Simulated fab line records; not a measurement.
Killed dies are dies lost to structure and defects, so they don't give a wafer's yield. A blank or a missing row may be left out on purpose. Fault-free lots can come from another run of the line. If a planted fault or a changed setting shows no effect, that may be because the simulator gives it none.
Chamber matching / flow n5 finfet / N5_BEOL_M15_DESCUM_15 on rie diel-02 has 4 sister chambers
The step chemistry O2, time 7.9 s. 4 wafers are shown with their chamber, then 7 later ones without.

WAFERS, EACH WITH ITS CHAMBER
wafer=L809.3; chamber=0; showerhead plenum p Torr (Torr)=1.92
wafer=L813.5; chamber=1; showerhead plenum p Torr (Torr)=2.04
wafer=L813.6; chamber=2; showerhead plenum p Torr (Torr)=2.04
wafer=L815.1; chamber=3; showerhead plenum p Torr (Torr)=2.08

WAFERS WITHOUT THEIR CHAMBER
wafer=L815.4; showerhead plenum p Torr (Torr)=2.04
wafer=L815.5; showerhead plenum p Torr (Torr)=2.04
wafer=L820.1; showerhead plenum p Torr (Torr)=2.03
wafer=L820.2; showerhead plenum p Torr (Torr)=2.08
wafer=L822.1; showerhead plenum p Torr (Torr)=1.91
wafer=L822.4; showerhead plenum p Torr (Torr)=2.08
wafer=L822.5; showerhead plenum p Torr (Torr)=2.08

THE CHAMBER EACH PASSED THROUGH
wafer=L815.4; from the rows above=can't be placed: 1 or 2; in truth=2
wafer=L815.5; from the rows above=can't be placed: 1 or 2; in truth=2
wafer=L820.1; from the rows above=can't be placed: 1 or 2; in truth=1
wafer=L820.2; from the rows above=3; in truth=3
wafer=L822.1; from the rows above=0; in truth=0
wafer=L822.4; from the rows above=3; in truth=3
wafer=L822.5; from the rows above=3; in truth=3
4 of 7 placed correctly. From these rows, 3 cannot be placed; in 3 the true chamber is one of the candidates. Wrongly placed: 0.
How it was worked out, from the rows above alone: a wafer's distance from a chamber is the root of the sum, over the readings, of the square of ((its reading less the chamber's mean) divided by the reading's scatter). If the next closest chamber is less than 2 further off than the closest, the wafer can't be placed; otherwise it belongs to the closest. Each chamber's mean is taken over the wafers shown for it. The scatter: root of mean squared gap, hidden wafer to nearest shown wafer, with one shown wafer a chamber.
